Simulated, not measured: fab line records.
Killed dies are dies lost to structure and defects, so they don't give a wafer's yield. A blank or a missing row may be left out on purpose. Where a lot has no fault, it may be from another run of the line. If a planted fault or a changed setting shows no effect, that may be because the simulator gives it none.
Matching of chambers	flow nandHarc	4 sister chambers for NHARC_P_M2_CMP_23 on cmp-02
The step polishes, t overpolish 20 s, target thk 144.3 nm. 7 wafers are shown with their chamber, then 7 later ones without.

## WAFERS PAIRED WITH THEIR CHAMBERS
wafer	chamber	motorCurrentA (A)	timeToEndpointS (s)
L081.3	0	14.0	32.2
L088.5	2	11.7	28.3
L087.2	2	11.1	28.5
L087.3	1	12.4	24.6
L087.5	0	14.4	25.0
L090.1	1	12.4	22.8
L090.5	3	11.1	24.6

## WAFERS WITHOUT THEIR CHAMBER
wafer	motorCurrentA (A)	timeToEndpointS (s)
L090.6	13.6	25.6
L095.1	12.3	25.6
L095.2	11.2	25.5
L095.5	10.5	30.2
L097.1	11.0	28.3
L097.2	14.4	29.8
L097.4	11.2	25.6

## WHICH CHAMBER EACH WENT THROUGH
wafer	from the rows above	in truth
L090.6	can't be placed: 0 or 1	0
L095.1	1	1
L095.2	can't be placed: 3 or 2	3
L095.5	can't be placed: 3 or 2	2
L097.1	can't be placed: 3 or 2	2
L097.2	0	0
L097.4	can't be placed: 3 or 2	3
Placed correctly: 2 of 7. Can't be placed from these rows: 5 (the true chamber is among the candidates in 5). Number placed wrongly: 0.
How it was worked out, from the rows above alone: a wafer's distance from a chamber is the root of the sum, over the readings, of the square of ((its reading less the chamber's mean) divided by the reading's scatter). The wafer belongs to the nearest chamber; if the next one is less than 2 further off, it can't be placed. The mean given for a chamber averages the wafers shown for that chamber. The scatter: take each reading less its chamber's mean, square it, sum over the shown wafers, divide by the number of wafers less the number of chambers, and take the root.
